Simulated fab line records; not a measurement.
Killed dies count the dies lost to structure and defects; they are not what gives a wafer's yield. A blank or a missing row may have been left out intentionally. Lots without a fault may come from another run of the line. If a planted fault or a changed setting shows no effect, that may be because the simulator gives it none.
Chamber matching + flow n5 finfet + N5_FIN_SAQP_HM_DEP_03 on pecvd-02: 3 sister chambers
The step deposits SiNx from SiH4/NH3/N2, target thk 38 nm, time 33.6 s. 3 wafers are shown with their chamber, then 7 later ones without.

## WAFERS WITH THEIR CHAMBER
| wafer  | chamber | throttle valve pct (%) |
|--------|---------|------------------------|
| L088.2 | 2       | 37                     |
| L094.2 | 0       | 42                     |
| L094.4 | 1       | 42                     |

## WAFERS WHOSE CHAMBER IS MISSING
| wafer  | throttle valve pct (%) |
|--------|------------------------|
| L094.5 | 38                     |
| L095.2 | 42                     |
| L095.3 | 42                     |
| L095.4 | 38                     |
| L096.2 | 42                     |
| L096.3 | 42                     |
| L096.6 | 38                     |

## EACH ONE'S CHAMBER
| wafer  | from the rows above     | in truth |
|--------|-------------------------|----------|
| L094.5 | 2                       | 2        |
| L095.2 | can't be placed: 0 or 1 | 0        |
| L095.3 | can't be placed: 0 or 1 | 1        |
| L095.4 | 2                       | 2        |
| L096.2 | can't be placed: 0 or 1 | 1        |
| L096.3 | can't be placed: 0 or 1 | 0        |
| L096.6 | 2                       | 2        |
Correctly placed: 3 of 7. Can't be placed from these rows: 4 (the true chamber is among the candidates in 4). 0 placed wrongly.
How it was worked out, from the rows above alone: a wafer's distance from a chamber is the root of the sum, over the readings, of the square of ((its reading less the chamber's mean) divided by the reading's scatter). The wafer belongs to the nearest chamber; if the next one is less than 2 further off, it can't be placed. Each chamber's mean is taken over the wafers shown for it. The scatter (one wafer shown for each chamber): square how far every hidden wafer sits from the nearest shown wafer, average those squares and take the square root.
